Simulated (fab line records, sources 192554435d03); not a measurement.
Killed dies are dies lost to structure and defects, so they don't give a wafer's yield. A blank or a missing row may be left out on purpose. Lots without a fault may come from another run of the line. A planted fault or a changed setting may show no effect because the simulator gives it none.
Split-lot experiment | flow n5_finfet | 7 lots, 21 wafers read, on a route of 1938 steps

THE SPLIT
At N5_BEOL_M1_PECVD_72 (deposits SiO2 from TEOS/O2, target thk 16 nm, time 18 s), the setting time_s was moved away from the recipe's 18 s on 12 of the 21 wafers read, by -14.4% to +7.9%. The other wafers ran this setting at the recipe's value.

The reading is taken at the split's own step.

THE READING
SiO2_of_BEOL_M1_PECVD_72.thk_nm (the simulator's own value, which no gauge read), in nm, at N5_BEOL_M1_PECVD_72 (deposits SiO2 from TEOS/O2, target thk 16 nm, time 18 s). The file gives no usual value for it. The 9 wafers here that ran the recipe average 16.0 nm, standard deviation 0.26 nm.

wafer  | tool, chamber at the split | time_s as run, s | against the recipe | SiO2_of_BEOL_M1_PECVD_72.thk_nm, nm | against lot-mates on the recipe
L074.1 | pecvd-01, 0                | 19.07            | +5.9%              | 16.4                                | +0.4
L074.3 | pecvd-01, 2                | 19.07            | +5.9%              | 16.6                                | +0.6
L074.5 | pecvd-01, 1                | 18               | recipe             | 16                                  | -
L078.1 | pecvd-02, 0                | 18               | recipe             | 16                                  | -
L078.2 | pecvd-02, 2                | 19.42            | +7.9%              | 17.4                                | +1.1
L078.5 | pecvd-02, 0                | 18               | recipe             | 16.6                                | -
L080.1 | pecvd-02, 2,0              | 19.32            | +7.3%              | 17                                  | +1.0
L080.3 | pecvd-02, 2,0              | 19.32            | +7.3%              | 17                                  | +1.0
L080.4 | pecvd-02, 2                | 18               | recipe             | 16                                  | -
L086.1 | pecvd-03, 1,0              | 15.4             | -14.4%             | 13.6                                | no lot-mate on the recipe
L086.3 | pecvd-03, 1,0              | 15.4             | -14.4%             | 13.6                                | no lot-mate on the recipe
L086.4 | pecvd-03, 2                | 15.4             | -14.4%             | 13.8                                | no lot-mate on the recipe
L087.1 | pecvd-02, 2                | 18               | recipe             | 16                                  | -
L087.2 | pecvd-02, 1,0              | 18               | recipe             | 15.8                                | -
L087.3 | pecvd-02, 1,0              | 18               | recipe             | 15.8                                | -
L088.1 | pecvd-03, 1                | 15.48            | -14.0%             | 13.6                                | no lot-mate on the recipe
L088.2 | pecvd-03, 0                | 15.48            | -14.0%             | 13.8                                | no lot-mate on the recipe
L088.3 | pecvd-03, 2                | 15.48            | -14.0%             | 14                                  | no lot-mate on the recipe
L096.2 | pecvd-03, 0                | 18               | recipe             | 15.6                                | -
L096.3 | pecvd-03, 2                | 16.09            | -10.6%             | 13.8                                | -1.9
L096.6 | pecvd-03, 2                | 18               | recipe             | 15.8                                | -
Where a row lists several chambers, the file gives one row for several wafers and doesn't say which wafer went through which chamber.

THE FIT
A straight line over all 21 wafers: SiO2_of_BEOL_M1_PECVD_72.thk_nm changes by +0.154 nm for each +1% of time_s; r = +0.98; the points scatter about the line by 0.26 nm.
The same after taking each lot's own level away (the mean of its wafers on the recipe; 15 wafers): +0.146 nm for each +1%; r = +0.96; scatter 0.2 nm.
On that fit, the largest move of time_s shifts the reading by 2.1 nm.
The lots' own levels span 15.70 to 16.30 nm, that is 2.3 times the standard deviation above.
So the lot-to-lot level changes the slope little: the two slopes agree.
Check: with one of the wafers moved furthest among these (-10.6%) left out of the fit, the line predicts -1.32 nm for it against its lot-mates. It came out at -1.9 nm against them.

OTHER SPLITS ON THESE WAFERS
These wafers also went through other splits before the reading. Each is held against what the fit with the lots' levels taken away leaves over:
other split on the same wafers        | wafers away from the commonest value | r with SiO2_of_BEOL_M1_PECVD_72.thk_nm (lot level and that fit taken away)
N5_MOL_CONTACT_COAG_ALD_27 ald_cycles | 11                                   | +0.18
N5_BEOL_M0_SAQP_PECVD_96 time_s       | 7                                    | +0.08
N5_BEOL_M0_SAQP_COAT_08 spin_rpm      | 6                                    | +0.28

THE FILE'S OWN FIT
SiO2_of_BEOL_M1_PECVD_72.thk_nm changes by +0.148 nm for each +1% of time_s, r = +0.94.
